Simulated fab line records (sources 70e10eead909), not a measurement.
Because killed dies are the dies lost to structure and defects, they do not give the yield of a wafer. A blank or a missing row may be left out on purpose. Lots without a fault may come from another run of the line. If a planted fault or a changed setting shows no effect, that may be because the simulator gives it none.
Struck lot and sound lot, side by side	flow nand_harc	15 steps out of a route of 1302
Sound: wafers L898.1, L898.4, L898.5. Struck: wafers L915.3, L915.5, L915.6. Last of all comes the cause.
Per side, at each step with rows, come the tool, then ch with its chambers, and then its first start. Under that, the readings that differ: sound wafers	struck wafers	difference of the means	sigmas: that difference in standard deviations of wafers without a fault.
alike: words and numbers the same on both sides, and readings whose means are apart by under 2 such deviations; not compared: readings that were withheld, readings missing a value for some wafer, numbers with overlapping values and no deviation given by the record, and bounds like >300 which may hide the same value.
Wherever a step has rows on one side only, a row that says differs or no value, or a row with sigmas, the two part there. Numbers that have no deviation but don't overlap get no sigmas and don't part them. A reading missing from all wafers of one side parts the sides only when that side holds two or more wafers.

first, 4 steps without rows for these wafers: NHARC_P_GATE_EBR_22; NHARC_P_GATE_EXPOSE_23 (exposes mask P GATE, target cd 120 nm); NHARC_P_GATE_PEB_24 (peb time 65 s); NHARC_P_GATE_DEVELOP_25 (develop time 35 s).
NHARC_P_GATE_CD_MEAS_26 targets a cd of 120 nm.
  sound on cd_sem-01 ch 0, day 5 23:04; struck on cd_sem-03 ch 0, day 13 05:27
  alike: cd_nm
NHARC_P_GATE_OVL_MEAS_27:
  sound on overlay-01 at day 5 23:10; struck on overlay-02 at day 13 05:32
reading	sound	struck	difference	sigmas
overlay_y_nm (nm)	1.2 0.8 0.8	-1.0 -1.1 -0.7	-1.9	-2
  alike: overlay_x_nm
NHARC_P_GATE_INSPECT_28:
  sound on defect_inspect-01 at day 5 23:12; struck on defect_inspect-01 at day 13 05:34
  alike: raw_defect_count
NHARC_P_GATE_DESCUM_31: chemistry O2, time 3 s.
  sound on rie_diel-03 ch 1,2, day 5 23:16; struck on rie_diel-03 ch 1,2, day 13 05:38
  alike: drypump_motor_current_A, oes_product_au, rf_vpp_V, showerhead_plenum_p_Torr, throttle_valve_pct
  not compared: rf_hours_counter_h
NHARC_P_GATE_ETCH_104: etches the open film in CF4/CHF3, target depth 60 nm.
  sound on rie_diel-03 ch 1,3, day 5 23:21; struck on rie_diel-03 ch 0,2,3, day 13 05:44
  alike: bias_w, cf4_flow_sccm, drypump_motor_current_A, oes_product_au, rf_vpp_V, showerhead_plenum_p_Torr, throttle_valve_pct
NHARC_P_GATE_HM_OPEN_105: chemistry O2/COS, target depth 360 nm.
  sound on rie_diel-03 ch 1,3; struck on rie_diel-03 ch 1,2
  alike: bias_w, drypump_motor_current_A, oes_product_au, rf_vpp_V, showerhead_plenum_p_Torr, throttle_valve_pct
  not compared: rf_hours_counter_h
then, 1 step without rows for these wafers: NHARC_P_GATE_STRIP_106 (strips in O2/COS).
NHARC_P_GATE_ETCH_114: etches the open film in CF4/O2, target depth 30 nm, overetch 3 nm, time 16.5 s.
  sound on rie_diel-03 ch 0,1; struck on rie_diel-03 ch 0,3
  alike: bias_w, cf4_flow_sccm, drypump_motor_current_A, oes_f_703_au, oes_product_au, rf_vpp_V, showerhead_plenum_p_Torr, throttle_valve_pct
  not compared: rf_hours_counter_h
NHARC_P_GATE_ETCH_32: etches the open film in HBr/Cl2, target depth 150 nm, time 100.1 s.
  sound on rie_si-01 ch 0,2,3, day 5 23:45; struck on rie_si-01 ch 0,1,2, day 13 06:07
  no value came back on the struck wafers for any of 5 readings (bias_w (W), chamber_pressure_mTorr (mTorr) and others); on the sound wafers bias_w (W) reads 100.1 100.0 100.0
  not compared: rf_hours_counter_h
NHARC_P_GATE_STRIP_108: strips in O2.
  sound on rie_diel-10 ch 1,2, day 5 23:53; struck on rie_diel-10 ch 1,2,3, day 13 06:17
  alike: drypump_motor_current_A, oes_product_au, rf_vpp_V, showerhead_plenum_p_Torr, throttle_valve_pct
  not compared: rf_hours_counter_h
-- jump in the record: it breaks off in module P_GATE and resumes in module END (first step shown: number 1302 of the route), and 19 days separate the struck wafers' starts before and after --
NHARC_END_SORT_01:
  sound on prober-01 ch 0, day 26 17:22; struck on prober-01 ch 0, day 32 11:29
reading	sound	struck	difference	sigmas
killed_at_periphery	2 4 1	632 622 642	+630	+99 or more
killed_dies	60 66 68	677 677 677	+612	+36
  alike: killed_at_array, killed_at_other, killed_open, killed_short

## WHERE THEY PART
First at NHARC_P_GATE_OVL_MEAS_27; last, within this record, at NHARC_END_SORT_01.

WHY: whatever the simulator had introduced
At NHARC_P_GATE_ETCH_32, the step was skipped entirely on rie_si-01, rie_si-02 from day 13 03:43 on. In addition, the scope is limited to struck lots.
